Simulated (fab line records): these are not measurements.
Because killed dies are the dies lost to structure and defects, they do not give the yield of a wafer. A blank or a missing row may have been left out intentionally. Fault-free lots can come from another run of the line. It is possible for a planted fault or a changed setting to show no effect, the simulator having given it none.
Matching of chambers    flow n5 finfet    N5_GATE_CUT_ALD_22 on ald sin-01 has 4 sister chambers
The step deposits SiNx, target thk 16 nm, pulse time 1 s, ald cycles 320. 8 wafers are shown with their chamber, then 11 later ones without.

## WAFERS WITH THEIR CHAMBER
wafer   chamber  heater power w (W)  precursor pulse height rel
L079.2  3        881                 1.008
L079.6  1        822                 0.992
L080.2  0        842                 0.993
L080.6  2        847                 1.047
L082.1  0        854                 1.017
L082.2  3        910                 0.980
L082.5  1        832                 0.995
L086.1  2        828                 0.995

## WAFERS WITH NO CHAMBER GIVEN
wafer   heater power w (W)  precursor pulse height rel
L086.2  874                 1.023
L086.6  888                 1.006
L090.1  890                 0.976
L090.2  844                 0.987
L090.5  823                 1.002
L091.2  864                 0.952
L091.3  816                 1.002
L091.4  878                 0.951
L092.1  845                 0.976
L092.2  880                 1.024
L092.6  853                 0.985

## EACH ONE'S CHAMBER
wafer   from the rows above                in truth
L086.2  can't be placed: 3 or 0 or 2 or 1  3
L086.6  3                                  3
L090.1  3                                  3
L090.2  can't be placed: 0 or 1 or 2       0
L090.5  can't be placed: 1 or 2 or 0       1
L091.2  can't be placed: 0 or 3 or 1 or 2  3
L091.3  can't be placed: 1 or 2 or 0       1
L091.4  can't be placed: 3 or 0 or 1       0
L092.1  can't be placed: 0 or 1 or 2       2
L092.2  can't be placed: 3 or 0 or 2       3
L092.6  can't be placed: 0 or 2 or 1       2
2 of 11 placed correctly. Can't be placed from these rows: 9 (the true chamber is among the candidates in 9). 0 placed wrongly.
How it was worked out, from the rows above alone: a wafer's distance from a chamber is the root of the sum, over the readings, of the square of ((its reading less the chamber's mean) divided by the reading's scatter). If the next closest chamber is less than 2 further off than the closest, the wafer can't be placed; otherwise it belongs to the closest. A chamber's mean is the mean of its shown wafers. The scatter is the square root of a quotient: the sum, over the shown wafers, of each reading's squared deviation from its chamber's mean, divided by wafers minus chambers.
